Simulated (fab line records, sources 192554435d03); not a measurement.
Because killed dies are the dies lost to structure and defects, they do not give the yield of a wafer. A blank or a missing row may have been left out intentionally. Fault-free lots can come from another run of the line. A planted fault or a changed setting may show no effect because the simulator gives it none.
The tool behind it: which one?	flow n5-finfet	30 wafers from 10 lots sampled at 5 of the route's 1938 steps

## WHAT THE GAUGES READ, wafer by wafer
N5_ZERO_LAYER_INSPECT_20: inspects for defects (darkfield). Usual: raw-defect-count 37, standard deviation 19.
lot	measured	on	raw-defect-count	flag
L571	day 1 13:16	defect-inspect-01	17 37 41	
L573	day 2 01:20	defect-inspect-01	19 59 42	
L578	day 3 07:15	defect-inspect-02	29 24 23	
L579	day 3 13:29	defect-inspect-01	32 39 49	
L580	day 3 19:25	defect-inspect-02	37 22 16	
L581	day 4 01:17	defect-inspect-01	55 28 22	
L582	day 4 07:26	defect-inspect-02	24 42 34	
L583	day 4 13:25	defect-inspect-02	27 21 16	
L592	day 6 19:25	defect-inspect-01	11 30 28	
L594	day 7 07:23	defect-inspect-02	42 37 59	

N5_WELL_APT_INSPECT_27: inspects for defects (macro). Usual: raw-defect-count 1.9, standard deviation 1.3.
lot	measured	on	raw-defect-count	flag
L571	day 1 14:45	defect-inspect-02	3 5 5	
L573	day 2 03:04	defect-inspect-02	4 0 2	
L578	day 3 13:36	defect-inspect-01	2 1 2	
L579	day 3 15:17	defect-inspect-01	1 2 3	
L580	day 3 21:12	defect-inspect-01	3 1 2	
L581	day 4 03:17	defect-inspect-02	0 2 1	
L582	day 4 09:11	defect-inspect-01	1 2 0	
L583	day 4 15:01	defect-inspect-01	1 3 1	
L592	day 6 21:09	defect-inspect-02	1 1 3	
L594	day 7 09:08	defect-inspect-01	1 1 3	

N5_WELL_APT_INSPECT_38: inspects for defects (darkfield). Usual: raw-defect-count 13, standard deviation 4.8.
lot	measured	on	raw-defect-count	flag
L571	day 1 16:29	defect-inspect-01	9 16 11	
L573	day 2 05:40	defect-inspect-02	9 10 20	
L578	day 3 15:35	defect-inspect-02	15 6 14	
L579	day 3 17:45	defect-inspect-02	14 9 20	
L580	day 3 23:00	defect-inspect-01	20 14 14	
L581	day 4 05:07	defect-inspect-02	19 11 10	
L582	day 4 10:56	defect-inspect-02	14 21 12	
L583	day 4 16:41	defect-inspect-01	7 9 13	
L592	day 6 22:54	defect-inspect-01	11 12 13	
L594	day 7 11:05	defect-inspect-02	15 17 19	

N5_BEOL_M4_RC_MEAS_101. Usual: CJ_N 4.34, standard deviation 0.07; DIBL_N 36.6 mV/V, standard deviation 1.1; DIBL_P 36.7 mV/V, standard deviation 1.5; IOFF_N 0.155 nA/um, standard deviation 0.019; IOFF_P 0.208 nA/um, standard deviation 0.025; ION_N 673 uA/um, standard deviation 8.5; ION_P 462 uA/um, standard deviation 5.9; RS_PWELL 3011 ohm/sq, standard deviation 20; SS_N 71.6 mV/dec, standard deviation 0.58; SS_P 73.5 mV/dec, standard deviation 0.51; VT_N 250.7 mV, standard deviation 2.4; VT_P -251 mV, standard deviation 3.
lot	measured	on	CJ_N	DIBL_N (mV/V)	DIBL_P (mV/V)	IOFF_N (nA/um)	IOFF_P (nA/um)	ION_N (uA/um)	ION_P (uA/um)	RS_PWELL (ohm/sq)	SS_N (mV/dec)	SS_P (mV/dec)	VT_N (mV)	VT_P (mV)	flag
L571	day 10 17:33	prober-02	4.21 4.23 4.18	36.8 37.3 36.5	35.9 36.5 35.9	0.146 0.154 0.142	0.228 0.235 0.226	660 669 662	468 467 464	2985 2991 2988	71.4 71.2 71.4	73.2 73.5 74.0	254.4 251.4 251.8	-246 -244 -246	
L573	day 10 22:09	prober-02	4.45 4.37 4.30	34.9 36.0 35.5	32.8 34.5 34.1	0.140 0.161 0.154	0.178 0.202 0.193	673 675 670	464 466 457	3021 3029 3001	71.2 71.0 70.9	72.9 72.9 73.0	250.1 248.8 249.8	-251 -252 -251	
L578	day 12 12:07	prober-01	4.49 4.45 4.40	38.0 36.2 38.2	37.6 37.0 38.8	0.171 0.148 0.170	0.246 0.239 0.265	662 671 665	462 469 467	3032 3019 3007	71.5 71.7 71.8	73.6 73.6 73.6	251.7 249.9 247.1	-245 -246 -246	
L579	day 13 01:56	prober-02	2.60 2.63 2.59	39.0 39.5 39.6	35.6 37.1 36.7	0.172 0.198 0.194	0.205 0.226 0.218	671 689 673	461 469 463	3096 3145 3131	72.4 73.5 71.6	73.8 73.8 73.6	252.4 246.7 246.5	-251 -250 -250	OFF
L580	day 11 18:16	prober-01	4.40 4.35 4.34	36.0 36.3 35.6	37.5 38.4 37.4	0.148 0.157 0.148	0.199 0.213 0.197	669 664 672	454 455 457	3010 3019 3045	71.9 72.2 71.7	73.9 74.1 73.5	252.7 249.3 252.7	-250 -252 -253	
L581	day 12 20:25	prober-01	2.52 2.56 2.53	38.9 41.3 40.5	36.1 37.5 36.9	0.171 0.224 0.217	0.198 0.207 0.213	669 678 679	461 459 464	3105 3071 3109	72.5 74.4 73.6	73.3 73.3 73.5	252.3 252.4 249.3	-251 -253 -250	OFF
L582	day 12 23:29	prober-02	4.40 4.33 4.35	38.2 39.0 38.6	36.0 36.8 36.1	0.160 0.180 0.167	0.211 0.227 0.211	685 676 676	470 462 461	3007 3031 3004	71.6 71.5 71.5	73.7 73.5 72.9	248.9 244.7 250.7	-250 -250 -249	
L583	day 14 01:33	prober-01	2.61 2.63 2.56	39.9 37.2 39.6	36.4 34.6 36.7	0.229 0.166 0.208	0.197 0.174 0.213	681 672 671	459 458 456	3158 3160 3115	73.9 72.8 73.6	73.1 72.9 73.4	248.9 255.4 251.8	-255 -254 -252	OFF
L592	day 16 02:40	prober-01	4.26 4.27 4.32	36.5 37.8 35.7	36.6 37.9 35.1	0.150 0.170 0.131	0.218 0.245 0.200	675 677 675	464 469 471	3046 3019 3045	71.7 71.5 71.2	73.4 74.2 73.5	251.7 252.2 253.5	-249 -247 -248	
L594	day 16 06:34	prober-02	4.23 4.29 4.31	36.8 37.9 34.4	36.1 37.3 32.9	0.155 0.179 0.123	0.218 0.236 0.166	681 696 668	469 468 455	3028 3010 3026	72.4 71.5 71.7	73.6 74.0 72.3	247.5 247.6 252.1	-249 -251 -254	

## TOOL THAT RAN EACH LOT (tool first, then ch and the chambers of the sampled wafers, then the start)
lot	N5_WELL_APT_IMPLANT_32
L571	implanter-01 ch 0, day 1 15:04
L573	implanter-02 ch 0, day 2 03:40
L578	implanter-01 ch 0, day 3 14:13
L579	implanter-01 ch 0, day 3 15:38
L580	implanter-02 ch 0, day 3 21:31
L581	implanter-01 ch 0, day 4 03:36
L582	implanter-02 ch 0, day 4 09:35
L583	implanter-01 ch 0, day 4 15:23
L592	implanter-02 ch 0, day 6 21:30
L594	implanter-02 ch 0, day 7 09:29
- N5_WELL_APT_IMPLANT_32

## AS READ BY THE TOOLS THEMSELVES (means over the sampled wafers that have a number; for cases with no such wafer, the mark the record gives instead)
N5_WELL_APT_IMPLANT_32. Usual: dose-ions-cm2 2.0006e+13, standard deviation 2.3e+10; faraday-current-uA 254, standard deviation 5.3; tilt-deg -0.003 degrees, standard deviation 0.02.
lot	tool	dose-ions-cm2	faraday-current-uA	tilt-deg (degrees)	flag
L571	implanter-01	2.0013e+13	251	-0.030	
L573	implanter-02	1.9994e+13	252	-0.014	
L578	implanter-01	1.9998e+13	257	0.001	
L579	implanter-01	7.3500e+12	94	0.007	OFF
L580	implanter-02	2.0011e+13	254	-0.007	
L581	implanter-01	7.3153e+12	96	-0.001	OFF
L582	implanter-02	1.9977e+13	258	-0.000	
L583	implanter-01	7.3303e+12	93	0.018	OFF
L592	implanter-02	1.9981e+13	258	-0.011	
L594	implanter-02	1.9994e+13	251	0.014	

## THE ANSWER, worked out from the rows above alone
Rule: take the mean of a lot's wafers that have a number; if it is more than 3 standard deviations from the usual mean, the lot is off. A lot without any number at a reading at which 4 lots or more have one is off too. Any other lot the step has rows for is counted as sound. First the gauges in route order, then the tools' own readings, where a lot's mean is used as printed above. At the first step where some lot is off, the reading lying furthest off is the one used; lots without a number count as furthest.
Off: L579, L581, L583, seen at N5_BEOL_M4_RC_MEAS_101 (CJ_N).
A tool fits if, at a process step before that reading, it ran every lot that is off, and no sound lot after the first of them. The gauges at N5_BEOL_M4_RC_MEAS_101 aren't tried: what is off there is off at N5_WELL_APT_IMPLANT_32 too, on other tools, and a gauge's error can't cause that. One fits: N5_WELL_APT_IMPLANT_32 on implanter-01. A fault onset in the window from L578 (day 3 14:13, its last sound lot) to L579 (day 3 15:38, its first lot off) fits.
The tool's own readings at N5_WELL_APT_IMPLANT_32 bear it out: on the lots that are off they differ by more than 5 times the standard deviation of the sound lots' means. dose-ions-cm2 reads 7.3319e+12 there against 1.9995e+13 on the sound lots; faraday-current-uA reads 94 there against 254 on the sound lots.

## WHAT WAS PUT IN BY THE SIMULATOR
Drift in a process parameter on implanter-01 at N5_WELL_APT_IMPLANT_32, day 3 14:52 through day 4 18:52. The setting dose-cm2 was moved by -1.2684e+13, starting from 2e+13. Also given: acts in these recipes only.
Struck lots among those shown: L579, L581, L583. The rule above reached the same finding.
